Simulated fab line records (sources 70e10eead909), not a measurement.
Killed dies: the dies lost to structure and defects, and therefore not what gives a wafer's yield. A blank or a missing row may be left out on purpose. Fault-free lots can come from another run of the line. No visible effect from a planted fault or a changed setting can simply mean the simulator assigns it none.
Chamber matching -- flow nand-harc -- 4 sister chambers for NHARC_A_M0_ETCH_34 on rie-diel-13
The step etches the open film in N2/H2, target depth 40 nm, overetch 12 nm, time 43.94 s. 7 wafers are shown with their chamber, then 8 later ones without.

WAFERS WITH THEIR CHAMBER
wafer,chamber,drypump-motor-current-A (A),rf-vpp-V (V)
L492.2,1,4.8,433.1
L494.5,2,6.5,429.3
L496.1,0,6.3,430.3
L497.2,3,6.1,433.4
L497.3,0,6.2,429.8
L497.5,3,6.1,430.9
L499.1,2,6.5,430.6

WAFERS MISSING THEIR CHAMBER
wafer,drypump-motor-current-A (A),rf-vpp-V (V)
L499.3,6.1,431.7
L499.4,6.2,429.8
L501.1,6.5,431.1
L501.4,6.3,430.5
L501.5,6.1,431.2
L503.3,6.5,430.3
L503.5,6.4,432.5
L503.6,6.1,432.7

THE CHAMBER EACH PASSED THROUGH
wafer,from the rows above,in truth
L499.3,3,3
L499.4,can't be placed: 0 or 3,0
L501.1,2,2
L501.4,0,0
L501.5,3,3
L503.3,2,2
L503.5,can't be placed: 2 or 0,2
L503.6,3,3
Placed correctly: 6 of 8. Can't be placed from these rows: 2 (the true chamber is among the candidates in 2). 0 placed wrongly.
How it was worked out, from the rows above alone: a wafer's distance from a chamber is the root of the sum, over the readings, of the square of ((its reading less the chamber's mean) divided by the reading's scatter). If the next closest chamber is less than 2 further off than the closest, the wafer can't be placed; otherwise it belongs to the closest. A chamber's mean is the mean of its shown wafers. How the scatter is found: for the shown wafers, subtract from each reading the mean of its chamber, square and add these, divide the total by (wafers less chambers), then take the root.
